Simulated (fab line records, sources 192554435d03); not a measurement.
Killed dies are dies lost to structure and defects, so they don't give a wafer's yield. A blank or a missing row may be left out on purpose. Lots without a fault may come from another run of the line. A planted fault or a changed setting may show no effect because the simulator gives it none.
Which tool did it? | flow n5_finfet | 9 lots, 26 wafers sampled, at 5 steps of a route of 1938

WHAT THE GAUGES READ, wafer by wafer
N5_BEOL_M4_RC_MEAS_101. Usual: DIBL_N 36.6 mV/V, standard deviation 1.8; DIBL_P 37.1 mV/V, standard deviation 2.1; IOFF_N 0.17 nA/um, standard deviation 0.033; IOFF_P 0.23 nA/um, standard deviation 0.039; ION_N 681 uA/um, standard deviation 13; ION_P 467 uA/um, standard deviation 8.7; SS_N 71.6 mV/dec, standard deviation 0.59; SS_P 73.4 mV/dec, standard deviation 0.63; VT_N 249 mV, standard deviation 3.4; VT_P -249 mV, standard deviation 3.7.
lot  | measured     | on        | DIBL_N (mV/V)  | DIBL_P (mV/V)  | IOFF_N (nA/um) | IOFF_P (nA/um) | ION_N (uA/um) | ION_P (uA/um) | SS_N (mV/dec)  | SS_P (mV/dec)  | VT_N (mV)   | VT_P (mV)      | flag
L184 | day 8 16:04  | prober-01 | 38.0 38.2 38.5 | 40.2 38.5 40.0 | 0.19 0.18 0.18 | 0.25 0.21 0.24 | 693 672 686   | 471 456 468   | 71.1 71.4 71.2 | 73.5 72.3 73.1 | 245 249 249 | -248 -251 -248 |
L186 | day 8 20:31  | prober-01 | 35.7 39.7 36.5 | 34.3 39.0 35.1 | 0.13 0.20 0.15 | 0.18 0.24 0.18 | 659 683 682   | 458 468 461   | 71.4 72.0 71.5 | 73.7 74.4 73.4 | 254 248 248 | -255 -250 -254 |
L187 | day 9 11:08  | prober-01 | 32.4 37.3 35.6 | 32.3 37.8 35.1 | 0.11 0.19 0.15 | 0.14 0.21 0.17 | 664 687 676   | 453 466 462   | 70.3 72.4 72.0 | 72.2 73.7 72.6 | 253 246 251 | -255 -250 -256 |
L196 | day 11 22:51 | prober-02 | 36.9 36.6 34.4 | 38.0 36.7 34.3 | 0.18 0.15 0.12 | 0.20 0.17 0.14 | 693 659 656   | 464 448 446   | 71.8 73.0 71.8 | 74.5 73.7 73.4 | 248 252 253 | -251 -257 -259 |
L197 | day 11 21:41 | prober-02 | 36.3 37.7 36.1 | 36.1 38.0 35.1 | 0.16 0.18 0.15 | 0.20 0.22 0.19 | 667 707 683   | 456 475 463   | 72.0 72.2 71.9 | 73.0 73.9 72.8 | 252 248 253 | -253 -252 -254 |
L198 | day 12 05:02 | prober-02 | 38.4 36.0 36.4 | 38.3 36.4 36.4 | 0.20 0.16 0.17 | 0.25 0.23 0.23 | 688 664 671   | 467 462 463   | 72.3 71.3 72.0 | 74.1 72.6 72.9 | 249 253 249 | -248 -250 -248 |
L200 | day 12 21:51 | prober-01 | 41.1 38.7 42.3 | 37.9 36.7 40.7 | 0.23 0.17 0.27 | 0.26 0.24 0.31 | 681 688 699   | 464 470 473   | 72.8 71.3 72.5 | 73.4 73.5 74.0 | 247 252 245 | -248 -248 -246 |
L203 | day 13 04:14 | prober-01 | 41.7 36.8      | 43.4 36.5      | 0.33 0.17      | 0.40 0.23      | 728 681       | 499 472       | 72.3 71.1      | 75.2 73.5      | 237 248     | -238 -248      |
L205 | day 13 12:21 | prober-01 | 37.6 35.7 35.8 | 36.1 34.1 33.4 | 0.19 0.15 0.14 | 0.23 0.19 0.19 | 680 683 659   | 465 460 454   | 71.9 71.6 71.4 | 73.3 72.8 72.7 | 248 249 251 | -248 -250 -250 |

WHICH TOOL RAN EACH LOT (tool, then ch and the chambers of the sampled wafers, then the start)
lot  | N5_BEOL_M1_HM_OPEN_17             | N5_BEOL_M1_ETCH_69                 | N5_BEOL_M1_ETCHBACK_99             | N5_BEOL_M1_STRIP_36
L184 | rie_metal-02 ch 0,1, day 6 10:59  | rie_diel-02 ch 0,2,3, day 6 11:47  | rie_diel-02 ch 0,1, day 6 12:25    | rie_diel-02 ch 0,1, day 6 12:37
L186 | rie_metal-02 ch 0, day 7 03:01    | rie_diel-03 ch 0,1,3, day 7 03:52  | rie_diel-02 ch 0,3, day 7 06:31    | rie_diel-02 ch 0,3, day 7 06:43
L187 | rie_metal-03 ch 0,1, day 7 11:07  | rie_diel-02 ch 0,2, day 7 11:53    | rie_diel-02 ch 0,1,3, day 7 12:47  | rie_diel-02 ch 0,1,3, day 7 12:59
L196 | rie_metal-01 ch 0,1, day 9 16:29  | rie_diel-02 ch 0,1,2, day 9 17:10  | rie_diel-02 ch 0,2, day 9 20:08    | rie_diel-02 ch 0,2, day 9 20:20
L197 | rie_metal-03 ch 0,1, day 9 16:31  | rie_diel-02 ch 1,2, day 9 17:17    | rie_diel-02 ch 0,1, day 9 22:41    | rie_diel-02 ch 0,1, day 9 22:53
L198 | rie_metal-02 ch 0,1, day 10 04:37 | rie_diel-05 ch 0,1,3, day 10 05:19 | rie_diel-02 ch 0,1,3, day 10 15:23 | rie_diel-02 ch 0,1,3, day 10 15:35
L200 | rie_metal-02 ch 0,1, day 10 16:53 | rie_diel-02 ch 0,1,2, day 10 17:35 | rie_diel-05 ch 1,3, day 10 23:26   | rie_diel-05 ch 1,3, day 10 23:38
L203 | rie_metal-03 ch 0,1, day 11 07:36 | rie_diel-05 ch 0,1, day 11 08:15   | rie_diel-05 ch 0,3, day 11 09:46   | rie_diel-05 ch 0,3, day 11 09:58
L205 | rie_metal-02 ch 0,1, day 11 22:44 | rie_diel-03 ch 0,1,2, day 11 23:25 | rie_diel-03 ch 0,1,2, day 12 00:04 | rie_diel-03 ch 0,1,2, day 12 00:16
- N5_BEOL_M1_HM_OPEN_17: chemistry Cl2/BCl3, target TiN, target depth 20 nm, overetch 6 nm.
- N5_BEOL_M1_ETCH_69: etches SiARC in CF4, target depth 15.6 nm, time 26 s.
- N5_BEOL_M1_ETCHBACK_99: etches SiO2 in CHF3, target depth 5 nm, time 10.4 s.
- N5_BEOL_M1_STRIP_36: strips in N2/H2.

WHAT THE TOOLS THEMSELVES READ (means of the sampled wafers that have a number; where no wafer has one, the mark that the record gives instead)
N5_BEOL_M1_HM_OPEN_17. Usual: drypump_motor_current_A 5.75 A, standard deviation 0.19; oes_product_au 0.68 a.u., standard deviation 0.06; rf_fwd_power_W 992 W, standard deviation 3.3; throttle_valve_pct 22.08 %, standard deviation 0.13.
lot  | tool         | drypump_motor_current_A (A) | oes_product_au (a.u.) | rf_fwd_power_W (W) | throttle_valve_pct (%) | flag
L184 | rie_metal-02 | 5.85                        | 0.66                  | 995                | 22.18                  |
L186 | rie_metal-02 | 5.84                        | 0.74                  | 996                | 22.17                  |
L187 | rie_metal-03 | 5.60                        | 0.73                  | 990                | 21.97                  |
L196 | rie_metal-01 | 5.60                        | 0.60                  | 994                | 21.93                  |
L197 | rie_metal-03 | 5.79                        | 0.72                  | 987                | 22.01                  |
L198 | rie_metal-02 | 5.85                        | 0.67                  | 992                | 22.20                  |
L200 | rie_metal-02 | 5.86                        | 0.63                  | 996                | 22.21                  |
L203 | rie_metal-03 | 5.71                        | 0.71                  | 990                | 22.01                  |
L205 | rie_metal-02 | 5.81                        | 0.65                  | 993                | 22.23                  |

N5_BEOL_M1_ETCH_69. Usual: drypump_motor_current_A 5.6 A, standard deviation 0.36; etch_rf_on_time_s 26.0 s, standard deviation 0.62; oes_product_au 0.68 a.u., standard deviation 0.08; rf_fwd_power_W 532.2 W, standard deviation 2; rf_vpp_V 183.8 V, standard deviation 1.3; showerhead_plenum_p_Torr 2.12 Torr, standard deviation 0.074; throttle_valve_pct 15.55 %, standard deviation 0.28.
lot  | tool        | drypump_motor_current_A (A) | etch_rf_on_time_s (s) | oes_product_au (a.u.) | rf_fwd_power_W (W) | rf_vpp_V (V) | showerhead_plenum_p_Torr (Torr) | throttle_valve_pct (%) | flag
L184 | rie_diel-02 | 5.7                         | 26.1                  | 0.70                  | 530.9              | 184.3        | 2.11                            | 15.50                  |
L186 | rie_diel-03 | 5.4                         | 25.8                  | 0.66                  | 531.7              | 183.8        | 2.08                            | 15.46                  |
L187 | rie_diel-02 | 5.4                         | 25.6                  | 0.76                  | 533.9              | 182.6        | 2.13                            | 15.33                  |
L196 | rie_diel-02 | 5.6                         | 17.6                  | 0.95                  | 533.0              | 184.2        | 2.13                            | 15.27                  | OFF
L197 | rie_diel-02 | 5.7                         | 17.6                  | 1.00                  | 532.8              | 184.1        | 2.11                            | 15.11                  | OFF
L198 | rie_diel-05 | 5.7                         | 26.2                  | 0.67                  | 533.7              | 183.6        | 2.13                            | 15.64                  |
L200 | rie_diel-02 | 5.6                         | 17.7                  | 0.93                  | 531.9              | 183.4        | 2.13                            | 15.28                  | OFF
L203 | rie_diel-05 | 5.8                         | 25.4                  | 0.69                  | 532.6              | 183.5        | 2.16                            | 15.56                  |
L205 | rie_diel-03 | 5.3                         | 25.9                  | 0.62                  | 534.5              | 183.3        | 2.09                            | 15.68                  |

N5_BEOL_M1_ETCHBACK_99. Usual: drypump_motor_current_A 5.6 A, standard deviation 0.38; oes_f_703_au 0.78 a.u., standard deviation 0.087; oes_product_au 0.78 a.u., standard deviation 0.094; rf_fwd_power_W 212.7 W, standard deviation 0.79; rf_vpp_V 241 V, standard deviation 3.7; showerhead_plenum_p_Torr 2.13 Torr, standard deviation 0.077; throttle_valve_pct 17.03 %, standard deviation 0.23.
lot  | tool        | drypump_motor_current_A (A) | oes_f_703_au (a.u.) | oes_product_au (a.u.) | rf_fwd_power_W (W) | rf_vpp_V (V) | showerhead_plenum_p_Torr (Torr) | throttle_valve_pct (%) | flag
L184 | rie_diel-02 | 5.5                         | 0.81                | 0.82                  | 213.1              | 244          | 2.18                            | 16.85                  |
L186 | rie_diel-02 | 5.6                         | 0.81                | 0.82                  | 212.9              | 242          | 2.14                            | 16.96                  |
L187 | rie_diel-02 | 5.8                         | 0.74                | 0.75                  | 212.6              | 242          | 2.12                            | 16.99                  |
L196 | rie_diel-02 | 5.4                         | 0.84                | 0.85                  | 213.0              | 244          | 2.14                            | 16.88                  |
L197 | rie_diel-02 | 5.6                         | 0.89                | 0.92                  | 212.7              | 244          | 2.14                            | 16.63                  |
L198 | rie_diel-02 | 5.8                         | 0.89                | 0.91                  | 212.4              | 244          | 2.20                            | 16.75                  |
L200 | rie_diel-05 | 5.9                         | 0.77                | 0.78                  | 212.8              | 243          | 2.14                            | 17.16                  |
L203 | rie_diel-05 | 5.6                         | 0.70                | 0.71                  | 212.2              | 242          | 2.05                            | 17.30                  |
L205 | rie_diel-03 | 5.3                         | 0.74                | 0.72                  | 212.1              | 237          | 2.10                            | 17.12                  |

N5_BEOL_M1_STRIP_36. Usual: drypump_motor_current_A 5.6 A, standard deviation 0.38; oes_product_au 0.79 a.u., standard deviation 0.093; rf_vpp_V 59.1 V, standard deviation 1.4; showerhead_plenum_p_Torr 2.50 Torr, standard deviation 0.093; temp_c 40.00 C, standard deviation 0.11; throttle_valve_pct 23.6 %, standard deviation 0.4.
lot  | tool        | drypump_motor_current_A (A) | oes_product_au (a.u.) | rf_vpp_V (V) | showerhead_plenum_p_Torr (Torr) | temp_c (C) | throttle_valve_pct (%) | flag
L184 | rie_diel-02 | 5.5                         | 0.83                  | 59.9         | 2.56                            | 40.04      | 23.3                   |
L186 | rie_diel-02 | 5.6                         | 0.82                  | 57.5         | 2.53                            | 39.96      | 23.6                   |
L187 | rie_diel-02 | 5.8                         | 0.75                  | 58.3         | 2.49                            | 40.05      | 23.5                   |
L196 | rie_diel-02 | 5.4                         | 0.86                  | 59.6         | 2.51                            | 40.19      | 23.4                   |
L197 | rie_diel-02 | 5.7                         | 0.91                  | 59.9         | 2.51                            | 39.94      | 23.0                   |
L198 | rie_diel-02 | 5.8                         | 0.92                  | 58.1         | 2.59                            | 39.94      | 23.4                   |
L200 | rie_diel-05 | 5.9                         | 0.78                  | 59.3         | 2.51                            | 39.99      | 23.6                   |
L203 | rie_diel-05 | 5.6                         | 0.71                  | 57.9         | 2.42                            | 39.98      | 23.9                   |
L205 | rie_diel-03 | 5.3                         | 0.71                  | 59.1         | 2.47                            | 39.99      | 23.7                   |

THE ANSWER, worked out from the rows above alone
Rule: a lot is off if the mean of its wafers that have a number lies more than 3 standard deviations from the usual mean. A lot without any number at a reading at which 4 lots or more have one is off too. The other lots that the step has rows for count as sound. The gauges are gone through in route order, then the tools' own readings, and for those a lot's mean is taken as printed above. The first step at which some lot is off is used, and at that step the reading that is off furthest; a lot without a number counts as furthest.
Off: L196, L197, L200, at N5_BEOL_M1_ETCH_69 (etch_rf_on_time_s).
A tool fits if, at that step or a process step before it, it ran every lot that is off, and no sound lot after the first of them. One fits: rie_diel-02 at N5_BEOL_M1_ETCH_69. Its last sound lot is L187 (day 7 11:53), its first lot that is off L196 (day 9 17:10): a fault that began between those two fits.
The tool's own readings at N5_BEOL_M1_ETCH_69 bear it out: on the lots that are off they differ by more than 5 times the standard deviation of the sound lots' means. etch_rf_on_time_s reads 17.6 s there against 25.8 s on the sound lots; oes_product_au reads 0.96 a.u. there against 0.68 a.u. on the sound lots.

WHAT THE SIMULATOR HAD PUT IN
Process parameter drift: rie_diel-02, from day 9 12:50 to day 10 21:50, at N5_BEOL_M1_ETCH_69. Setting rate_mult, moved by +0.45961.
Lots struck among those shown: L197, L196, L200. The rule above found the same.
